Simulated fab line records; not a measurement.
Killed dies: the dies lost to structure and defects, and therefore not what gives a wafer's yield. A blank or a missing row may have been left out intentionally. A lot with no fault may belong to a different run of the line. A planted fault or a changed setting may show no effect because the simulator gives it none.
fab line records	flow n5Finfet
[record] lots = 11	wafers = 28	lastDay = 17
route steps=1938 shown BEOL_M6@1232 MIM_TOP@1838 MIM_TOP_ETCH@1851 MIM_BOT_ETCH@1866 PASSIVATION@1936
lots that met no fault: taken from a fault-free run of the same line
startH: hours from the record's first day to the start of the lot's first wafer shown	waitH: hours elapsed since this lot's preceding step	" repeats the value in the row above	L1.1+2: a single row standing in for several wafers	- either no value or no given start	* or withheld: withheld	< > ~ a bound
route shown NAME@n: a module of which the file shows steps, and the number in the route of the first	usual: the fault-free wafers' mean and standard deviation	same: alike in all rows	chamber/n: place in a boat	sites: each site's reading	_std_site: the values' standard deviation	_edge_site: the outer-site mean with the inner-site mean subtracted	radiusMm: for every site, how far away it sits from the centre of the wafer	mask NAME#n: copy n	behind: the tool/chamber that last shaped the wafer	hold: the reason the lot was held/the length of the hold in hours/how it ended	device: names the non-switching transistor (n, p or np)	end of line: the same wafers' tests at the end of the route	a step given without rows: its recipe and nothing more	killed: not the wafer's yield, but the dies lost to structure and defects at the first sort	map: a wafer's dies, x killed, . not, _ none there
set.NAME: the setting the step ran with; set.NAME@STEP: the setting that earlier step ran with	model.NAME: the simulator's own value behind a step, which no gauge read
steps of the route over a sample of lots; a table a step, a row a wafer
services: when a tool's chamber went out of use (startH, in hours from the record's first day, below 0 if earlier), for how many hours, and the reason
[[steps]]
[step N5_BEOL_M6_ETCH_65]
[recipe] chemistry = CF4	target = SiARC	targetDepthA = 156	maskMaterial = CAR-EUV	timeS = 26	ionEnergyEv = 80	pressureMtorr = 40	sourceW = 545	biasW = 36	Ar_flow_sccm = 100	cf4FlowSccm = 100	ends = cleared
[usual] drypumpMotorCurrentA = 5.6/0.47	etchRfOnTimeS = 25.6/0.94	oesProductAu = 0.72/0.081	rfVppV = 184.5/0.9	showerheadPlenumPTorr = 2.18/0.06	throttleValvePct = 15.52/0.2
lot.wafer	tool	chamber	startH	waitH	drypumpMotorCurrentA	etchRfOnTimeS	oesProductAu	rfHoursCounterH	rfVppV	showerheadPlenumPTorr	throttleValvePct
L496.1	rieDiel-04	3	182.22	0.0	5.4	25.8	0.82	4	183.7	2.11	15.30
L496.3	"	1	"	"	5.1	25.5	0.60	232	184.3	2.20	15.99
L496.5	"	1	"	"	5.1	25.8	0.60	-	185.4	2.20	16.00
L497.2	rieDiel-05	2	188.08	0.0	6.3	25.0	0.71	101	185.3	2.26	15.59
L497.6	"	0	"	"	6.1	25.7	0.64	-	185.2	2.22	15.57
L498.2	rieDiel-04	0	188.75	0.0	5.9	24.9	0.81	15	183.8	2.09	15.23
L498.4	"	3	"	"	5.4	25.8	0.82	6	183.7	2.10	15.32
L500.1	rieDiel-05	0	199.00	0.0	6.1	25.5	0.63	201	184.6	2.22	15.58
L500.4	"	3	"	"	5.6	25.2	0.78	18	185.7	2.27	15.34
L500.6	"	0	"	"	6.1	25.4	0.64	-	184.5	2.22	15.58
L503.1	rieDiel-05	0	223.02	0.0	6.1	25.3	0.63	210	184.5	2.22	15.61
L503.5	"	1	"	"	5.2	24.9	0.86	-	183.5	2.20	15.42
L504.1	rieDiel-04	3	235.63	0.0	5.4	25.6	0.77	25	184.7	2.10	15.38
L504.3	"	0	"	"	5.9	24.6	0.77	37	184.7	2.09	15.27
L505.1	rieDiel-04	0	239.51	0.0	5.9	24.8	0.77	38	182.9	2.08	15.27
L505.2	"	2	"	"	4.8	27.5	0.82	0	185.1	2.19	15.49
L505.5	"	3	"	"	5.4	26.0	0.77	-	183.1	2.10	15.36
L506.3	rieDiel-04	0	242.78	0.0	5.9	24.5	0.77	40	181.4	2.08	15.29
L506.6	"	3	"	"	5.4	26.1	0.75	-	184.0	2.10	15.36
L511.1	rieDiel-04	3	267.56	0.0	5.4	26.2	0.75	38	185.0	2.09	15.38
L511.2	"	0	"	"	5.9	24.9	0.75	50	183.6	2.08	15.31
L511.5	"	0	"	"	5.9	24.9	0.75	-	183.2	2.08	15.31
L512.2	rieDiel-04	2	275.91	0.0	4.8	27.6	0.78	13	184.4	2.19	15.52
L512.4	"	1	"	"	5.1	24.9	0.85	7	183.9	2.19	15.61
L512.6	"	1	"	"	5.1	24.9	0.84	-	185.1	2.19	15.61
L519.1	rieDiel-05	2	327.00	0.0	6.4	25.0	0.66	151	184.9	2.24	15.69
L519.3	"	0	"	"	6.0	25.8	0.61	245	184.3	2.20	15.68
L519.6	"	2	"	"	6.3	24.7	0.67	-	184.7	2.24	15.69
[step N5_MIM_TOP_SPUTTER_03]
[recipe] material = TiN	targetThkA = 350	tempC = 200	powerW = 3000	chamberPressurePa = 0.49996	gas = Ar	reactivePartialPa = 0.37997	timeS = 89.7
[usual] cathodeDcPowerW = 3000.0/0.51	chamberPressurePa = 0.4999/0.0011	throttleValvePct = 29.9/0.71
lot.wafer	tool	chamber	startH	waitH	cathodeDcPowerW	chamberPressurePa	throttleValvePct
L496.1	pvdSputter-02	-	247.38	0.0	2999.7	0.5007	28.4
L496.3	"	-	"	"	3000.0	0.4990	30.8
L496.5	"	-	"	"	2999.5	0.4981	29.6
L497.2	pvdSputter-03	-	267.12	0.0	3000.4	0.4983	29.2
L497.6	"	-	"	"	3000.5	0.4996	30.2
L498.2	pvdSputter-03	-	267.28	0.0	3000.2	0.4999	30.4
L498.4	"	-	"	"	2999.5	0.4992	29.1
L500.1	pvdSputter-02	-	280.38	0.0	3000.3	0.5005	28.6
L500.4	"	-	"	"	2999.7	0.4991	29.9
L500.6	"	-	"	"	2999.8	0.4998	29.6
L503.1	pvdSputter-01	-	301.62	0.0	3000.0	0.4992	29.2
L503.5	"	-	"	"	2999.5	0.4995	29.6
L505.1	pvdSputter-03	-	311.91	0.0	3000.0	0.4996	30.9
L505.2	"	-	"	"	3000.9	0.5009	29.0
L505.5	"	-	"	"	3001.4	0.4992	31.0
L504.1	pvdSputter-01	-	313.55	0.0	2999.8	0.5008	29.2
L504.3	"	-	"	"	3000.5	0.5000	30.2
L506.3	pvdSputter-03	-	314.79	0.0	2999.7	0.4989	30.0
L506.6	"	-	"	"	2999.4	0.4988	29.9
L511.1	pvdSputter-03	-	342.42	0.0	3001.2	0.5000	29.8
L511.2	"	-	"	"	2998.8	0.4992	29.0
L511.5	"	-	"	"	2999.3	0.5006	31.0
L512.2	pvdSputter-02	-	358.78	0.0	3001.0	0.5003	29.9
L512.4	"	-	"	"	2999.9	0.5009	29.7
L512.6	"	-	"	"	3000.0	0.5007	28.3
L519.1	pvdSputter-02	-	399.68	0.0	2999.5	0.4996	29.5
L519.3	"	-	"	"	2999.8	0.4980	29.7
L519.6	"	-	"	"	2999.5	0.5004	29.4
[step N5_MIM_TOP_ETCH_ETCH_00]
[recipe] chemistry = Cl2/BCl3	target = TiN	targetDepthA = 385	ionEnergyEv = 150	pressureMtorr = 10	icpW = 1000	biasW = 126	Cl2_flow_sccm = 53.25	bcl3FlowSccm = 21.75	Ar_flow_sccm = 25
[usual] drypumpMotorCurrentA = 5.8/0.6	oes_ar_750_au = 0.79/0.083	oesProductAu = 0.79/0.078	throttleValvePct = 22.52/0.26
lot.wafer	tool	chamber	startH	waitH	drypumpMotorCurrentA	oes_ar_750_au	oesProductAu	rfHoursCounterH	throttleValvePct
L496.1	rieMetal-03	1	250.43	0.1	4.8	0.83	0.82	12	22.83
L496.3	"	1	"	"	4.9	0.82	0.83	-	22.84
L496.5	"	0	"	"	5.8	0.63	0.66	-	22.63
L497.2	rieMetal-01	0	267.71	0.1	5.2	0.77	0.79	48	22.92
L497.6	"	0	"	"	5.2	0.78	0.79	-	22.91
L498.2	rieMetal-02	0	268.01	0.1	6.6	0.95	0.95	-	22.26
L498.4	"	0	"	"	6.6	0.95	0.94	-	22.27
L500.1	rieMetal-01	0	281.07	0.1	5.2	0.78	0.80	49	22.92
L500.4	"	0	"	"	5.1	0.77	0.80	-	22.92
L500.6	"	0	"	"	5.1	0.77	0.80	-	22.91
L503.1	rieMetal-01	0	302.31	0.1	5.2	0.76	0.78	51	22.91
L503.5	"	1	"	"	6.2	0.73	0.72	-	22.36
L505.1	rieMetal-01	0	312.60	0.1	5.2	0.76	0.79	52	22.93
L505.2	"	1	"	"	6.2	0.73	0.72	62	22.37
L505.5	"	0	"	"	5.2	0.76	0.79	-	22.90
L504.1	rieMetal-03	1	314.11	0.1	4.9	0.79	0.81	18	22.85
L504.3	"	1	"	"	4.9	0.79	0.81	-	22.85
L506.3	rieMetal-02	1	315.62	0.1	5.5	0.83	0.83	-	22.28
L506.6	"	0	"	"	6.6	0.89	0.88	-	22.31
L511.1	rieMetal-01	1	342.99	0.1	6.2	0.72	0.70	65	22.38
L511.2	"	0	"	"	5.2	0.76	0.77	53	22.93
L511.5	"	1	"	"	6.2	0.72	0.71	-	22.37
L512.2	rieMetal-03	0	359.47	0.1	5.8	0.62	0.64	110	22.65
L512.4	"	0	"	"	5.8	0.62	0.64	-	22.65
L512.6	"	1	"	"	4.9	0.78	0.81	-	22.86
L519.1	rieMetal-02	1	400.25	0.1	5.5	0.81	0.80	29	22.31
L519.3	"	1	"	"	5.5	0.81	0.80	-	22.29
L519.6	"	1	"	"	5.5	0.81	0.81	-	22.30
[step N5_MIM_BOT_ETCH_ETCH_04]
[recipe] chemistry = CF4/O2	target = SiNx	targetDepthA = 260	timeS = 13	ionEnergyEv = 100	pressureMtorr = 40	sourceW = 535	biasW = 49	Ar_flow_sccm = 100	cf4FlowSccm = 100	O2_flow_sccm = 10
[usual] O2_flow_sccm = 10.001/0.03	drypumpMotorCurrentA = 5.6/0.46	oes_ar_750_au = 0.83/0.08	oesProductAu = 0.83/0.084	rfVppV = 241/11	showerheadPlenumPTorr = 2.24/0.055	throttleValvePct = 15.90/0.17
lot.wafer	tool	chamber	startH	waitH	O2_flow_sccm	drypumpMotorCurrentA	oes_ar_750_au	oesProductAu	rfHoursCounterH	rfVppV	showerheadPlenumPTorr	throttleValvePct
L496.1	rieDiel-05	1	252.31	0.0	9.986	5.2	0.94	0.95	19	246	2.26	15.85
L496.3	"	2	"	"	10.050	6.3	0.81	0.80	123	223	2.32	16.01
L496.5	"	1	"	"	10.017	5.2	0.94	0.95	-	248	2.26	15.82
L497.2	rieDiel-04	2	268.57	0.0	9.976	4.8	0.92	0.91	11	249	2.25	15.89
L497.6	"	0	"	"	10.076	5.9	0.88	0.89	-	233	2.14	15.69
L498.2	rieDiel-06	2	268.80	0.0	9.992	6.1	0.75	0.73	200	239	2.27	15.67
L498.4	"	3	"	"	10.063	5.8	0.72	0.72	-	253	2.19	16.29
L500.1	rieDiel-05	2	281.82	0.0	10.006	6.4	0.82	0.79	133	223	2.32	16.02
L500.4	"	3	"	"	10.002	5.6	0.87	0.86	47	226	2.32	15.79
L500.6	"	1	"	"	9.996	5.2	0.92	0.94	-	247	2.26	15.86
L503.1	rieDiel-06	0	303.22	0.0	10.006	5.7	0.71	0.70	178	259	2.20	15.93
L503.5	"	3	"	"	10.005	5.8	0.71	0.72	-	253	2.19	16.33
L505.1	rieDiel-06	3	313.34	0.0	10.015	5.8	0.71	0.72	236	252	2.19	16.33
L505.2	"	2	"	"	10.031	6.0	0.74	0.74	216	240	2.26	15.69
L505.5	"	2	"	"	10.022	6.0	0.74	0.74	-	240	2.26	15.70
L504.1	rieDiel-06	2	315.06	0.0	10.021	6.1	0.74	0.72	217	241	2.26	15.68
L504.3	"	3	"	"	9.977	5.8	0.71	0.72	237	252	2.19	16.34
L506.3	rieDiel-04	3	316.42	0.0	9.963	5.4	0.84	0.85	54	239	2.15	15.80
L506.6	"	2	"	"	9.974	4.8	0.88	0.88	-	248	2.25	15.93
L511.1	rieDiel-05	2	343.82	0.0	9.978	6.4	0.79	0.77	154	222	2.31	16.09
L511.2	"	1	"	"	10.003	5.2	0.88	0.90	52	247	2.25	15.90
L511.5	"	1	"	"	10.013	5.2	0.88	0.89	-	247	2.25	15.89
L512.2	rieDiel-05	2	360.40	0.0	9.979	6.3	0.78	0.76	162	224	2.31	16.09
L512.4	"	2	"	"	10.028	6.3	0.79	0.76	-	222	2.31	16.10
L512.6	"	3	"	"	10.032	5.6	0.81	0.81	-	226	2.31	15.84
L519.1	rieDiel-05	1	400.96	0.0	9.983	5.2	0.85	0.86	75	247	2.24	15.96
L519.3	"	3	"	"	9.971	5.6	0.80	0.79	95	224	2.31	15.87
L519.6	"	1	"	"	10.014	5.2	0.85	0.86	-	245	2.24	15.95
[step N5_PASSIVATION_PROBE_49]
[usual] defectLimitedYield = 91.8/1.5	killed_at_M0_to_M3 = 33/11	killed_at_M4_up = 13/5	killedAtContacts = 11/5.6	killedAtFrontEnd = 36/12	killedAtOther = 3.4/2.5	killedDies = 97/18	killedOpen = 64/13	killedShort = 31/6.9	sort_bin_4_leakage = 0.01/0.048	sort_bin_5_function = 4.8/1	sort_bin_6_memory = 3.1/0.64	sort_bin_8_speed = 0.00/0.014	sortNPass = 1083/18	sortYieldPct = 91.8/1.5
[same] grossDies = 1180	killedAtBackSide = 0
lot.wafer	tool	chamber	startH	waitH	defectLimitedYield[%]	killed_at_M0_to_M3	killed_at_M4_up	killedAtContacts	killedAtFrontEnd	killedAtOther	killedDies	killedOpen	killedShort	sort_bin_4_leakage[%]	sort_bin_5_function[%]	sort_bin_6_memory[%]	sort_bin_8_speed[%]	sortNPass	sortYieldPct[%]
L500.1	prober-01	-	289.89	0.0	91.7	37	2	10	46	3	98	68	30	0	4.0	4.1	0	1082	91.7
L500.4	prober-01	-	290.04	0.2	91.8	27	10	13	45	2	97	62	34	0	5.1	2.8	0	1083	91.8
L500.6	prober-01	-	290.14	0.3	93.5	24	5	13	33	2	77	50	26	0	4.0	2.5	0	1103	93.5
L506.3	prober-01	-	325.55	0.1	92.8	24	23	11	27	0	85	51	32	0	4.3	2.8	0	1095	92.8
L506.6	prober-01	-	325.70	0.3	92.5	19	22	9	37	2	89	64	24	0	4.0	3.4	0	1091	92.5
L505.1	prober-02	-	325.74	0.0	93.2	24	20	8	25	3	80	55	25	0	4.3	2.4	0	1100	93.2
L505.2	prober-02	-	325.79	0.1	93.6	23	15	13	25	0	76	49	27	0	4.5	1.9	0	1104	93.6
L505.5	prober-02	-	325.94	0.2	90.6	50	12	17	30	2	111	70	41	0	5.6	3.6	0	1069	90.6
L504.1	prober-01	-	327.44	0.0	93.6	20	7	11	32	6	76	49	26	0	3.1	3.1	0	1104	93.6
L504.3	prober-01	-	327.54	0.1	92.5	24	12	16	35	1	88	59	28	0.17	4.1	3.2	0	1090	92.4
L511.1	prober-02	-	352.65	0.0	81.9	43	105	12	49	5	214	81	39	0	11.7	5.4	0	966	81.9
L511.2	prober-02	-	352.70	0.1	78.6	49	99	19	85	1	253	107	56	0	14.0	5.3	0	927	78.6
L511.5	prober-02	-	352.85	0.2	83.8	39	102	1	48	1	191	59	41	0	10.1	4.2	0	989	83.8
L512.2	prober-01	-	370.22	0.1	81.6	45	116	18	33	5	217	77	41	0	10.7	5.6	0	963	81.6
L512.4	prober-01	-	370.32	0.2	86.9	32	62	23	33	5	155	77	34	0	7.8	4.6	0	1025	86.9
L512.6	prober-01	-	370.42	0.3	88.0	19	56	11	51	5	142	58	32	0	6.4	3.9	0	1038	88.0
// killed by level:class
L500.1 FIN_SAQP:geometricParticle:open=15 BEOL_M1:geometricParticle:open=10 FIN_SAQP:geometricParticle:short=8 MOL_CONTACT_COAG:geometricParticle:open=8 BEOL_M3:geometricParticle:open=8 STI_FIN_REVEAL:geometricParticle:open=5 BEOL_M0_SAQP:geometricParticle:open=5 BEOL_M0_SAQP:geometricParticle:short=5
L500.4 MOL_CONTACT_COAG:geometricParticle:open=13 FIN_SAQP:geometricParticle:open=10 GATE_CUT:geometricParticle:short=8 STI_FIN_REVEAL:geometricParticle:open=6 BEOL_M0_SAQP:geometricParticle:short=6 BEOL_M0_SAQP:geometricParticle:open=6 BEOL_M2:geometricParticle:open=6 STARTING-WAFER:geometricParticle:short=5
L500.6 MOL_CONTACT_COAG:geometricParticle:open=11 BEOL_M0_SAQP:geometricParticle:short=8 FIN_SAQP:geometricParticle:short=7 FIN_SAQP:geometricParticle:open=6 BEOL_M0_SAQP:geometricParticle:open=6 GATE_CUT:geometricParticle:open=5 BEOL_M3:geometricParticle:open=4 STI_FIN_REVEAL:geometricParticle:open=3
L506.3 MOL_CONTACT_COAG:geometricParticle:open=8 BEOL_M4:geometricParticle:open=8 BEOL_M0_SAQP:geometricParticle:short=7 FIN_SAQP:geometricParticle:open=6 BEOL_M0_SAQP:geometricParticle:open=5 BEOL_M2:geometricParticle:open=5 BEOL_M4:geometricParticle:short=5 STARTING-WAFER:geometricParticle:open=5
L506.6 DUMMY_GATE:geometricParticle:open=8 MOL_CONTACT_COAG:geometricParticle:open=8 BEOL_M4:geometricParticle:open=8 FIN_SAQP:geometricParticle:open=7 BEOL_M1:geometricParticle:open=5 BEOL_M3:geometricParticle:open=5 STI_FIN_REVEAL:geometricParticle:open=4 STI_FIN_REVEAL:geometricParticle:short=4
L505.1 BEOL_M0_SAQP:geometricParticle:open=8 FIN_SAQP:geometricParticle:open=6 FIN_SAQP:geometricParticle:short=6 BEOL_M0_SAQP:geometricParticle:short=5 BEOL_M4:geometricParticle:open=5 STI_FIN_REVEAL:geometricParticle:open=4 BEOL_M5:geometricParticle:open=4 MOL_CONTACT_COAG:geometricParticle:short=4
L505.2 MOL_CONTACT_COAG:geometricParticle:open=10 FIN_SAQP:geometricParticle:open=8 STI_FIN_REVEAL:geometricParticle:open=6 BEOL_M0_SAQP:geometricParticle:short=5 BEOL_M4:geometricParticle:open=5 BEOL_M0_SAQP:geometricParticle:open=4 BEOL_M5:geometricParticle:open=4 FIN_SAQP:geometricParticle:short=3
L505.5 BEOL_M0_SAQP:geometricParticle:short=18 MOL_CONTACT_COAG:geometricParticle:open=15 BEOL_M0_SAQP:geometricParticle:open=14 BEOL_M2:geometricParticle:short=7 STI_FIN_REVEAL:geometricParticle:open=6 BEOL_M0:geometricParticle:open=5 BEOL_M4:geometricParticle:open=4 FIN_SAQP:geometricParticle:open=3
L504.1 MOL_CONTACT_COAG:geometricParticle:open=10 FIN_SAQP:geometricParticle:short=8 FIN_SAQP:geometricParticle:open=7 BEOL_M3:geometricParticle:open=7 BEOL_M0_SAQP:geometricParticle:open=5 PASS1_CAP:geometricParticle:short=4 STARTING-WAFER:geometricParticle:short=4 STI_FIN_REVEAL:geometricParticle:open=3
L504.3 STI_FIN_REVEAL:geometricParticle:open=10 MOL_CONTACT_COAG:geometricParticle:open=10 FIN_SAQP:geometricParticle:open=8 BEOL_M4:geometricParticle:open=7 MOL_CONTACT_COAG:geometricParticle:short=6 GATE_CUT:geometricParticle:short=5 BEOL_M2:geometricParticle:open=5 BEOL_M0_SAQP:geometricParticle:short=4
L511.1 BEOL_M6:unspecified=91 FIN_SAQP:geometricParticle:open=16 BEOL_M0_SAQP:geometricParticle:open=16 BEOL_M0_SAQP:geometricParticle:short=11 MOL_CONTACT_COAG:geometricParticle:open=10 FIN_SAQP:geometricParticle:short=5 STI_FIN_REVEAL:geometricParticle:open=5 DUMMY_GATE:geometricParticle:open=5
L511.2 BEOL_M6:unspecified=89 FIN_SAQP:geometricParticle:open=26 FIN_SAQP:geometricParticle:short=16 STI_FIN_REVEAL:geometricParticle:open=14 MOL_CONTACT_COAG:geometricParticle:open=13 GATE_CUT:geometricParticle:open=12 BEOL_M0_SAQP:geometricParticle:short=12 BEOL_M0_SAQP:geometricParticle:open=9
L511.5 BEOL_M6:unspecified=88 FIN_SAQP:geometricParticle:open=10 FIN_SAQP:geometricParticle:short=9 BEOL_M0_SAQP:geometricParticle:short=9 BEOL_M1:geometricParticle:open=8 BEOL_M3:geometricParticle:open=6 GATE_CUT:geometricParticle:short=5 BEOL_M2:geometricParticle:open=5
L512.2 BEOL_M6:unspecified=94 MOL_CONTACT_COAG:geometricParticle:open=17 BEOL_M1:geometricParticle:open=11 FIN_SAQP:geometricParticle:short=10 BEOL_M3:geometricParticle:open=8 BEOL_M0_SAQP:geometricParticle:short=7 BEOL_M0_SAQP:geometricParticle:open=6 STI_FIN_REVEAL:geometricParticle:open=5
L512.4 BEOL_M6:unspecified=42 MOL_CONTACT_COAG:geometricParticle:open=20 BEOL_M4:geometricParticle:open=10 FIN_SAQP:geometricParticle:short=7 BEOL_M0_SAQP:geometricParticle:open=7 FIN_SAQP:geometricParticle:open=6 BEOL_M0_SAQP:geometricParticle:short=6 BEOL_M1:geometricParticle:open=6
L512.6 BEOL_M6:unspecified=44 STI_FIN_REVEAL:geometricParticle:open=11 MOL_CONTACT_COAG:geometricParticle:open=11 FIN_SAQP:geometricParticle:short=10 BEOL_M4:geometricParticle:open=7 HKMG_FIN:areaEtch=7 BEOL_M1:geometricParticle:open=6 FIN_SAQP:geometricParticle:open=5
[[services]]
tool	chamber	startH	hours	kind
rieDiel-05	1	178.48	-	clean
rieDiel-05	1	178.48	-	consumableReplace:focusRing
rieDiel-06	0	207.22	4.4	repair
rieDiel-04	2	217.90	5.7	repair
rieDiel-05	0	230.90	5.1	repair
rieDiel-06	3	245.02	16.7	repair
pvdSputter-01	-	252.79	1.5	repair
rieMetal-02	1	253.26	20.9	repair
rieMetal-01	0	255.82	10.7	repair
rieDiel-06	2	302.78	3.3	repair
rieDiel-04	3	307.04	5.2	repair
rieMetal-01	0	313.18	11.0	repair
rieDiel-04	1	324.53	5.2	repair
rieDiel-05	2	336.31	4.8	repair
rieDiel-05	0	341.11	-	clean
rieDiel-05	0	341.11	-	consumableReplace:focusRing
rieDiel-05	0	341.11	30.5	scheduledDown
rieDiel-05	0	341.11	30.5	ventCycle
rieMetal-02	-	360.34	2.8	pm
rieMetal-02	-	372.38	2.2	repair
rieMetal-01	-	376.53	7.2	repair
rieDiel-05	0	379.50	2.6	repair
pvdSputter-02	-	382.78	4.8	repair
rieDiel-06	-	388.03	0.2	repair
[[key]]
[firstSign] step = N5_PASSIVATION_PROBE_49	reading = killed_at_M4_up	direction = up	sigmas = 15	usual = 13	struck = 90
[effect] step = N5_PASSIVATION_PROBE_49	reading = defectLimitedYield	direction = down	sigmas = 5.5	usual = 91.8	struck = 83.4
[moreKillsBornAt] N5_BEOL_M6_ETCH_65@rieDiel-04 = 448
metAt N5_BEOL_M6_ETCH_65
struckLots L511,L512
notActingAt N5_MIM_TOP_SPUTTER_03,N5_MIM_TOP_ETCH_ETCH_00,N5_MIM_BOT_ETCH_ETCH_04
onsetBetween 242.78 267.56
[fault] kind = chamberParticleSource	tool = rieDiel-04	chamber = -	onsetH = 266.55	steps = N5_BEOL_M6_ETCH_65	ratePerVisitCm2 = 0.42383	endH = 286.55
